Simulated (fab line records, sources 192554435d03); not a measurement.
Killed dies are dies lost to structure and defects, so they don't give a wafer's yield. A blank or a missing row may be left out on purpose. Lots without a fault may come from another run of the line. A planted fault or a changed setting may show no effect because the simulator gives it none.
Split-lot experiment | flow n5_finfet | 7 lots, 21 wafers read, on a route of 1938 steps

THE SPLIT
At N5_BEOL_M3_COAT_73 (time 60 s, resist thk 5 nm), the setting spin_rpm was moved away from the recipe's 1500 rpm on 7 of the 21 wafers read, by -4.5% to +10.3%. The other wafers ran this setting at the recipe's value.

FROM THE SPLIT TO THE READING: what the file shows between them, 3 steps
- N5_BEOL_M3_COAT_05: resist thk 30 nm
- N5_BEOL_M3_EBR_07
- N5_BEOL_M3_DESCUM_16: chemistry O2, time 7 s

THE READING
etch.depth_nm (the simulator's own value, which no gauge read), in nm, at N5_BEOL_M3_ETCH_74 (etches underlayer in N2/H2, target depth 6.5 nm, time 5.2 s). The file gives no usual value for it. The 14 wafers here that ran the recipe average 5.008 nm, standard deviation 0.0097 nm.

wafer  | tool, chamber at the split | spin_rpm as run, rpm | against the recipe | etch.depth_nm, nm | against lot-mates on the recipe
L074.1 | litho_track-03, 0          | 1500                 | recipe             | 5.012             | -
L074.3 | litho_track-03, 0          | 1500                 | recipe             | 5.022             | -
L074.5 | litho_track-03, 0          | 1500                 | recipe             | 5.02              | -
L077.1 | litho_track-04, 0          | 1447                 | -3.5%              | 5.096             | +0.087
L077.2 | litho_track-04, 0          | 1447                 | -3.5%              | 5.091             | +0.082
L077.4 | litho_track-04, 0          | 1500                 | recipe             | 5.009             | -
L076.1 | litho_track-01, 0          | 1500                 | recipe             | 4.995             | -
L076.4 | litho_track-01, 0          | 1433                 | -4.5%              | 5.109             | +0.114
L076.6 | litho_track-01, 0          | 1433                 | -4.5%              | 5.1               | +0.105
L079.1 | litho_track-01, 0          | 1500                 | recipe             | 5.017             | -
L079.2 | litho_track-01, 0          | 1500                 | recipe             | 5.019             | -
L079.6 | litho_track-01, 0          | 1500                 | recipe             | 5.013             | -
L083.1 | litho_track-04, 0          | 1500                 | recipe             | 4.999             | -
L083.2 | litho_track-04, 0          | 1438                 | -4.1%              | 5.103             | +0.106
L083.5 | litho_track-04, 0          | 1500                 | recipe             | 4.995             | -
L086.2 | litho_track-03, 0          | 1500                 | recipe             | 5.005             | -
L086.3 | litho_track-03, 0          | 1500                 | recipe             | 5.003             | -
L086.6 | litho_track-03, 0          | 1500                 | recipe             | 5.007             | -
L087.1 | litho_track-04, 0          | 1655                 | +10.3%             | 4.755             | -0.236
L087.3 | litho_track-04, 0          | 1500                 | recipe             | 4.991             | -
L087.6 | litho_track-04, 0          | 1655                 | +10.3%             | 4.745             | -0.246

THE FIT
A straight line over all 21 wafers: etch.depth_nm changes by -0.0243 nm for each +1% of spin_rpm; r = -1.00; the points scatter about the line by 0.0095 nm.
The same after taking each lot's own level away (the mean of its wafers on the recipe; 21 wafers): -0.0237 nm for each +1%; r = -1.00; scatter 0.0039 nm.
On that fit, the largest move of spin_rpm shifts the reading by 0.24 nm.
The lots' own levels span 4.9910 to 5.0180 nm, that is 2.8 times the standard deviation above.
So the lot-to-lot level changes the slope little: the two slopes agree.
Check: with one of the wafers moved furthest among these (+10.3%) left out of the fit, the line predicts -0.249 nm for it against its lot-mates. It came out at -0.236 nm against them.

OTHER SPLITS ON THESE WAFERS
These wafers also went through other splits before the reading. Each is held against what the fit with the lots' levels taken away leaves over:
other split on the same wafers | wafers away from the commonest value | r with etch.depth_nm (lot level and that fit taken away)
N5_BEOL_M1_VIA_ETCH_34 time_s  | 9                                    | +0.27
N5_BEOL_M2_COAT_62 spin_rpm    | 5                                    | +0.09
N5_BEOL_M2_ETCH_74 source_w    | 6                                    | +0.03
N5_BEOL_M3_PECVD_72 time_s     | 8                                    | -0.06

THE FILE'S OWN FIT
etch.depth_nm changes by -0.0238 nm for each +1% of spin_rpm, r = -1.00.
